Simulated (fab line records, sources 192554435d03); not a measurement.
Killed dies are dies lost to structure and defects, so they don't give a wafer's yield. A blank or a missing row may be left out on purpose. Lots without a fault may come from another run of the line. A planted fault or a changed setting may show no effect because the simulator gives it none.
Chamber matching | flow n5_finfet | N5_HKMG_FIN_ALD_36 on ald_metal-03: 4 sister chambers
The step deposits TiN, target thk 1 nm, pulse time 1 s, purge time 3 s. 14 wafers are shown with their chamber, then 7 later ones without.

WAFERS WITH THEIR CHAMBER
wafer  | chamber | heater_power_w (W) | precursor_pulse_height_rel
L076.1 | 2       | 655                | 0.997
L076.3 | 0       | 855                | 1.002
L076.5 | 3       | 928                | 0.983
L082.1 | 0       | 866                | 1.013
L082.2 | 3       | 951                | 1.011
L082.3 | 2       | 672                | 0.979
L083.2 | 3       | 941                | 0.968
L083.4 | 2       | 656                | 0.990
L083.5 | 3       | 947                | 1.009
L089.4 | 0       | 845                | 0.986
L089.5 | 1       | 1050               | 0.949
L089.6 | 2       | 669                | 1.003
L091.2 | 0       | 861                | 0.981
L091.3 | 2       | 657                | 1.029

SIGNATURES (means of the wafers above)
reading                    | chamber 0 | chamber 1 | chamber 2 | chamber 3 | scatter within a chamber
heater_power_w             | 856.75    | 1050.00   | 661.80    | 941.75    | 8.98
precursor_pulse_height_rel | 0.99550   | 0.94900   | 0.99960   | 0.99275   | 0.0183
Rule: a wafer's distance from a chamber is the root of the sum, over the readings, of the square of ((its reading less the chamber's mean) divided by the reading's scatter). The wafer belongs to the nearest chamber; if the next one is less than 2 further off, it can't be placed. The scatter: the root of (the sum of the squares of (reading less its chamber's mean) over the shown wafers, divided by (wafers less chambers)).

WAFERS WITHOUT THEIR CHAMBER
wafer  | heater_power_w (W) | precursor_pulse_height_rel
L091.4 | 913                | 1.030
L092.2 | 919                | 0.971
L092.5 | 673                | 1.016
L092.6 | 936                | 0.982
L093.2 | 654                | 0.969
L093.4 | 1034               | 1.030
L093.5 | 934                | 0.977

WHICH CHAMBER EACH WENT THROUGH
wafer  | from the rows above | in truth
L091.4 | 3                   | 3
L092.2 | 3                   | 3
L092.5 | 2                   | 2
L092.6 | 3                   | 3
L093.2 | 2                   | 2
L093.4 | 1                   | 1
L093.5 | 3                   | 3
Placed correctly: 7 of 7. Can't be placed from these rows: 0. Placed wrongly: 0.
